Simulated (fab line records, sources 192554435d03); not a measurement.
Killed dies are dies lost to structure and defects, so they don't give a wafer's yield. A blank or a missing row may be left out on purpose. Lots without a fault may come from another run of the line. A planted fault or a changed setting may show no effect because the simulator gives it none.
Split-lot experiment | flow n5_finfet | 7 lots, 21 wafers read, on a route of 1938 steps

THE SPLIT
At N5_FIN_SAQP_PEB_14 (peb time 60 s), the setting peb_time_s was moved away from the recipe's 60 s on 2 of the 21 wafers read, by -17.9% to -16.0%. The other wafers ran this setting at the recipe's value.

FROM THE SPLIT TO THE READING: what the file shows between them, 1 step
- N5_FIN_SAQP_DEVELOP_15: develop time 30 s

THE READING
cd_nm, in nm, at N5_FIN_SAQP_CD_MEAS_16 (target cd 35.6 nm). Fault-free wafers of this fab line usually give 35.7 nm, standard deviation 0.37 nm.

wafer  | tool, chamber at the split | peb_time_s as run, s | against the recipe | cd_nm, nm | against lot-mates on the recipe
L074.3 | litho_track-05, 0          | 60                   | recipe             | 35.3      | -
L074.5 | litho_track-05, 0          | 60                   | recipe             | 35.6      | -
L074.6 | litho_track-05, 0          | 49.26                | -17.9%             | 38.4      | +2.9
L079.1 | litho_track-05, 0          | 60                   | recipe             | 35.7      | -
L079.3 | litho_track-05, 0          | 60                   | recipe             | 35.5      | -
L079.6 | litho_track-05, 0          | 60                   | recipe             | 35.8      | -
L085.4 | litho_track-04, 0          | 50.4                 | -16.0%             | 39.0      | +2.8
L085.5 | litho_track-04, 0          | 60                   | recipe             | 36.1      | -
L085.6 | litho_track-04, 0          | 60                   | recipe             | 36.2      | -
L086.2 | litho_track-03, 0          | 60                   | recipe             | 35.7      | -
L086.5 | litho_track-03, 0          | 60                   | recipe             | 35.7      | -
L086.6 | litho_track-03, 0          | 60                   | recipe             | 35.1      | -
L088.1 | litho_track-05, 0          | 60                   | recipe             | 35.4      | -
L088.5 | litho_track-05, 0          | 60                   | recipe             | 35.3      | -
L088.6 | litho_track-05, 0          | 60                   | recipe             | 35.8      | -
L092.2 | litho_track-03, 0          | 60                   | recipe             | 36.0      | -
L092.5 | litho_track-03, 0          | 60                   | recipe             | 35.4      | -
L092.6 | litho_track-03, 0          | 60                   | recipe             | 35.2      | -
L096.2 | litho_track-05, 0          | 60                   | recipe             | 35.0      | -
L096.5 | litho_track-05, 0          | 60                   | recipe             | 35.2      | -
L096.6 | litho_track-05, 0          | 60                   | recipe             | 35.3      | -

THE FIT
A straight line over all 21 wafers: cd_nm changes by -0.185 nm for each +1% of peb_time_s; r = -0.93; the points scatter about the line by 0.37 nm.
The same after taking each lot's own level away (the mean of its wafers on the recipe; 21 wafers): -0.171 nm for each +1%; r = -0.97; scatter 0.22 nm.
On that fit, the largest move of peb_time_s shifts the reading by 3.1 nm.
The lots' own levels span 35.17 to 36.15 nm, that is 2.7 times the standard deviation above.
So the lot-to-lot level changes the slope little: the two slopes agree.
Check: with one of the wafers moved furthest among these (-17.9%) left out of the fit, the line predicts +3.19 nm for it against its lot-mates. It came out at +2.95 nm against them.

OTHER SPLITS ON THESE WAFERS
These wafers also went through other splits before the reading. Each is held against what the fit with the lots' levels taken away leaves over:
other split on the same wafers           | wafers away from the commonest value | r with cd_nm (lot level and that fit taken away)
N5_ZERO_LAYER_EXPOSE_08 dose_mj          | 4                                    | -0.31
N5_ZERO_LAYER_DEVELOP_10 develop_time_s  | 6                                    | -0.18
N5_PMOS_HMC_CHANNEL_EPI_COAT_03 spin_rpm | 4                                    | -0.12

THE FILE'S OWN FIT
cd_nm changes by -0.168 nm for each +1% of peb_time_s, r = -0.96.
